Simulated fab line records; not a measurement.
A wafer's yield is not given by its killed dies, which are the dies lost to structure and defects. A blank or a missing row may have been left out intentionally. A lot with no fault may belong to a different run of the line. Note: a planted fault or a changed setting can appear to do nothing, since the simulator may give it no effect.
Split-lot study :: flow n5 finfet :: 39 wafers read from 7 lots, route of 1938 steps

ABOUT THE SPLIT
At N5_GATE_CUT_ETCH_58 (etches SiNx in CH3F/O2, target depth 17 nm, time 128.6 s), the setting time s was moved away from the recipe's 128.6 s on 15 of the 39 wafers read, by -13.8% to +8.8%. All remaining wafers had this setting at the recipe value.

Reading taken at the split's own step.

THE READING
etch.depth nm (the simulator's own value, which no gauge read), in nm, at N5_GATE_CUT_ETCH_58 (etches SiNx in CH3F/O2, target depth 17 nm, time 128.6 s). The file does not state a usual value for it. The 24 wafers here that ran the recipe average 17.13 nm, standard deviation 0.25 nm.

wafer: L081.1
tool, chamber at the split: rie diel-01, 3
time s as run, s: 115.2
against the recipe: -10.4%
etch.depth nm, nm: 15.05
against lot-mates on the recipe: -2.23

wafer: L081.2
tool, chamber at the split: rie diel-01, 1
time s as run, s: 128.6
against the recipe: recipe
etch.depth nm, nm: 17.47
against lot-mates on the recipe: -

wafer: L081.3
tool, chamber at the split: rie diel-01, 2
time s as run, s: 128.6
against the recipe: recipe
etch.depth nm, nm: 17.43
against lot-mates on the recipe: -

wafer: L081.4
tool, chamber at the split: rie diel-01, 1
time s as run, s: 115.2
against the recipe: -10.4%
etch.depth nm, nm: 15.63
against lot-mates on the recipe: -1.65

wafer: L081.5
tool, chamber at the split: rie diel-01, 3
time s as run, s: 128.6
against the recipe: recipe
etch.depth nm, nm: 16.94
against lot-mates on the recipe: -

wafer: L081.6
tool, chamber at the split: rie diel-01, 2
time s as run, s: 115.2
against the recipe: -10.4%
etch.depth nm, nm: 15.58
against lot-mates on the recipe: -1.70

wafer: L082.1
tool, chamber at the split: rie diel-04, 3,1
time s as run, s: 128.6
against the recipe: recipe
etch.depth nm, nm: 17
against lot-mates on the recipe: -

wafer: L082.2
tool, chamber at the split: rie diel-04, 3,1
time s as run, s: 128.6
against the recipe: recipe
etch.depth nm, nm: 17
against lot-mates on the recipe: -

wafer: L082.3
tool, chamber at the split: rie diel-04, 0
time s as run, s: 139
against the recipe: +8.1%
etch.depth nm, nm: 18.46
against lot-mates on the recipe: +1.49

wafer: L082.4
tool, chamber at the split: rie diel-04, 2
time s as run, s: 139
against the recipe: +8.1%
etch.depth nm, nm: 18.09
against lot-mates on the recipe: +1.12

wafer: L082.5
tool, chamber at the split: rie diel-04, 0
time s as run, s: 139
against the recipe: +8.1%
etch.depth nm, nm: 18.48
against lot-mates on the recipe: +1.51

wafer: L082.6
tool, chamber at the split: rie diel-04, 1
time s as run, s: 128.6
against the recipe: recipe
etch.depth nm, nm: 16.92
against lot-mates on the recipe: -

wafer: L084.1
tool, chamber at the split: rie diel-05, 0
time s as run, s: 128.6
against the recipe: recipe
etch.depth nm, nm: 16.97
against lot-mates on the recipe: -

wafer: L084.2
tool, chamber at the split: rie diel-05, 1
time s as run, s: 128.6
against the recipe: recipe
etch.depth nm, nm: 17.17
against lot-mates on the recipe: -

wafer: L084.3
tool, chamber at the split: rie diel-05, 2
time s as run, s: 128.6
against the recipe: recipe
etch.depth nm, nm: 17.2
against lot-mates on the recipe: -

wafer: L084.4
tool, chamber at the split: rie diel-05, 3
time s as run, s: 128.6
against the recipe: recipe
etch.depth nm, nm: 17.33
against lot-mates on the recipe: -

wafer: L084.5
tool, chamber at the split: rie diel-05, 0
time s as run, s: 128.6
against the recipe: recipe
etch.depth nm, nm: 16.82
against lot-mates on the recipe: -

wafer: L084.6
tool, chamber at the split: rie diel-05, 3
time s as run, s: 128.6
against the recipe: recipe
etch.depth nm, nm: 17.15
against lot-mates on the recipe: -

wafer: L086.1
tool, chamber at the split: rie diel-01, 1
time s as run, s: 128.6
against the recipe: recipe
etch.depth nm, nm: 17.47
against lot-mates on the recipe: -

wafer: L086.4
tool, chamber at the split: rie diel-01, 2
time s as run, s: 128.6
against the recipe: recipe
etch.depth nm, nm: 17.14
against lot-mates on the recipe: -

wafer: L086.6
tool, chamber at the split: rie diel-01, 1
time s as run, s: 128.6
against the recipe: recipe
etch.depth nm, nm: 17.41
against lot-mates on the recipe: -

wafer: L087.1
tool, chamber at the split: rie diel-05, 1
time s as run, s: 110.8
against the recipe: -13.8%
etch.depth nm, nm: 14.89
against lot-mates on the recipe: -2.33

wafer: L087.2
tool, chamber at the split: rie diel-05, 0
time s as run, s: 128.6
against the recipe: recipe
etch.depth nm, nm: 16.9
against lot-mates on the recipe: -

wafer: L087.3
tool, chamber at the split: rie diel-05, 3
time s as run, s: 110.8
against the recipe: -13.8%
etch.depth nm, nm: 14.92
against lot-mates on the recipe: -2.30

wafer: L087.4
tool, chamber at the split: rie diel-05, 2
time s as run, s: 128.6
against the recipe: recipe
etch.depth nm, nm: 17.37
against lot-mates on the recipe: -

wafer: L087.5
tool, chamber at the split: rie diel-05, 0
time s as run, s: 110.8
against the recipe: -13.8%
etch.depth nm, nm: 14.6
against lot-mates on the recipe: -2.62

wafer: L087.6
tool, chamber at the split: rie diel-05, 3
time s as run, s: 128.6
against the recipe: recipe
etch.depth nm, nm: 17.39
against lot-mates on the recipe: -

wafer: L089.1
tool, chamber at the split: rie diel-05, 0
time s as run, s: 128.6
against the recipe: recipe
etch.depth nm, nm: 16.9
against lot-mates on the recipe: -

wafer: L089.2
tool, chamber at the split: rie diel-05, 1
time s as run, s: 139.9
against the recipe: +8.8%
etch.depth nm, nm: 19.07
against lot-mates on the recipe: +1.82

wafer: L089.3
tool, chamber at the split: rie diel-05, 3
time s as run, s: 128.6
against the recipe: recipe
etch.depth nm, nm: 17.39
against lot-mates on the recipe: -

wafer: L089.4
tool, chamber at the split: rie diel-05, 2
time s as run, s: 128.6
against the recipe: recipe
etch.depth nm, nm: 17.45
against lot-mates on the recipe: -

wafer: L089.5
tool, chamber at the split: rie diel-05, 3
time s as run, s: 139.9
against the recipe: +8.8%
etch.depth nm, nm: 18.68
against lot-mates on the recipe: +1.43

wafer: L089.6
tool, chamber at the split: rie diel-05, 2
time s as run, s: 139.9
against the recipe: +8.8%
etch.depth nm, nm: 18.91
against lot-mates on the recipe: +1.66

wafer: L096.1
tool, chamber at the split: rie diel-04, 0
time s as run, s: 128.6
against the recipe: recipe
etch.depth nm, nm: 16.94
against lot-mates on the recipe: -

wafer: L096.2
tool, chamber at the split: rie diel-04, 1
time s as run, s: 119.7
against the recipe: -6.9%
etch.depth nm, nm: 15.65
against lot-mates on the recipe: -1.15

wafer: L096.3
tool, chamber at the split: rie diel-04, 2
time s as run, s: 119.7
against the recipe: -6.9%
etch.depth nm, nm: 15.35
against lot-mates on the recipe: -1.45

wafer: L096.4
tool, chamber at the split: rie diel-04, 3
time s as run, s: 128.6
against the recipe: recipe
etch.depth nm, nm: 16.67
against lot-mates on the recipe: -

wafer: L096.5
tool, chamber at the split: rie diel-04, 0
time s as run, s: 119.7
against the recipe: -6.9%
etch.depth nm, nm: 15.69
against lot-mates on the recipe: -1.11

wafer: L096.6
tool, chamber at the split: rie diel-04, 3
time s as run, s: 128.6
against the recipe: recipe
etch.depth nm, nm: 16.78
against lot-mates on the recipe: -
Rows listing several chambers each stand for several wafers; the file does not say which wafer went through which chamber.

FIT RESULTS
A straight line over all 39 wafers: etch.depth nm changes by +0.175 nm for each +1% of time s; r = +0.97; the points scatter about the line by 0.27 nm.
The same after taking each lot's own level away (the mean of its wafers on the recipe; 39 wafers): +0.177 nm for each +1%; r = +0.99; scatter 0.19 nm.
That fit puts the effect of the largest move of time s on the reading at 2.5 nm.
The lots' own levels span 16.797 to 17.340 nm, that is 2.2 times the standard deviation above.
Consequently the slope shifts little with the lot-to-lot level, the two slopes agreeing.
Check: with one of the wafers moved furthest among these (-13.8%) left out of the fit, the line predicts -2.47 nm for it against its lot-mates. Against them it came out at -2.33 nm.

THESE WAFERS: OTHER SPLITS
These wafers also went through other splits before the reading. Each is held against what the fit with the lots' levels taken away leaves over:
other split on the same wafers: N5_DUMMY_GATE_EXPOSE_12 dose mj
wafers away from the commonest value: 15
r with etch.depth nm (lot level and that fit taken away): -0.24

other split on the same wafers: N5_DUMMY_GATE_ETCH_37 source w
wafers away from the commonest value: 12
r with etch.depth nm (lot level and that fit taken away): +0.07

other split on the same wafers: N5_SD_EPI_N_EPI_21 epi growth time s
wafers away from the commonest value: 9
r with etch.depth nm (lot level and that fit taken away): -0.08

FILE'S OWN FIT
etch.depth nm changes by +0.177 nm for each +1% of time s, r = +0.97.
